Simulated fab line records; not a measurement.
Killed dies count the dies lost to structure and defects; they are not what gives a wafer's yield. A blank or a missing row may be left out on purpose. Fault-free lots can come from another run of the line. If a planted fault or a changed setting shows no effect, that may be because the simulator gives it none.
8D (eight disciplines) problem report, filled in by code / flow n5_finfet / the parts of the form that need people (team, actions taken, sign-off) are left out

== 1. THE ISSUE ==
Mean of spin_speed_rpm at N5_BEOL_M12_COAT_58: 1559.8 rpm across 6 wafers in 2 lots; on wafers with no fault it is 1499.9 rpm (standard deviation 0.96). Measured from the usual mean, that is +62 standard deviations.
The step: time 60 s, resist thk 89 nm.
The first sign was on wafer L335.2 at day 13 06:32, on litho_track-04. At this step, 30 wafers from 10 lots have a number in the record. Rule for "out", or "out of limits": more than 4 standard deviations from the usual mean. All remaining wafers that have a number are taken as sound.

== 2. WHAT IT IS, WHAT IT ISN'T ==
question=which readings at this step | is=spin_speed_rpm | is not=heater_power_total_W
question=which lots | is=L335, L339 | is not=L324, L325, L326, L327, L343, L345, L346, L347
question=which wafers of those lots | is=all that have a number | is not=-
question=read on which tools | is=litho_track-04 | is not=litho_track-01, litho_track-05
question=when | is=from day 13 06:32 | is not=up to then (12 sound wafers); but 12 sound wafers of L343, L345, L346, L347 came after

== 3. SUSPECTS, AND WHAT RULES EACH OUT ==
Counting: a tool at any process step up to the reading remains a suspect when it ran all the lots that are out and ran no sound lot after the first of those.
- pvd_sputter-02 at N5_BEOL_M10_SPUTTER_48 (material Cu, target thk 12 nm, time 2 s): ruled out as a lasting fault. The sound lots L346 went through it after L335, its earliest lot that is out (day 12 18:59).
- pvd_sputter-01 at N5_BEOL_M11_SURFACE_TREAT_76: ruled out as a lasting fault. The sound lots L347 went through it after L335, its earliest lot that is out (day 13 04:56).
- litho_track-04 at N5_BEOL_M12_COAT_58 (time 60 s, resist thk 89 nm): ruled out as a lasting fault. The sound lots L346 went through it after L335, its earliest lot that is out (day 13 06:32).
Left after counting: nothing in the record.

== 4. THE CAUSE (what the simulator had put in) ==
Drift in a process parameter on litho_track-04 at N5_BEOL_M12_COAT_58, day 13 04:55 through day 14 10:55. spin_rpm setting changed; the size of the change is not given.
Counting ruled it out, wrongly.

== 5. THE CHAIN OF EFFECTS, in route order ==
Each row: a reading where the mean over the struck wafers with a number is more than 3 standard deviations away from the usual. Only readings whose record carries a usual standard deviation are examined. hours: median over the lots of the time between each lot's start at the first step of this table that gives one and its start at this step. sigmas: the change, counted in usual standard deviations.
hours=0; step=N5_BEOL_M12_COAT_58; reading=spin_speed_rpm; usual=1499.9 rpm; on struck wafers=1559.8; change=+59.9; sigmas=+62
hours=1; step=N5_BEOL_M12_STRIP_64; reading=strip_time_to_endpoint_s; usual=31.35 s; on struck wafers=30.81; change=-0.54; sigmas=-6.1
Its process steps:
- N5_BEOL_M12_COAT_58: time 60 s, resist thk 89 nm.
- N5_BEOL_M12_STRIP_64: strips in N2/H2.

== 6. WHAT WOULD HAVE CAUGHT IT SOONER ==
In this record the first reading out of limits was taken at day 13 06:32, 2 hours after the fault began at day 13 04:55.
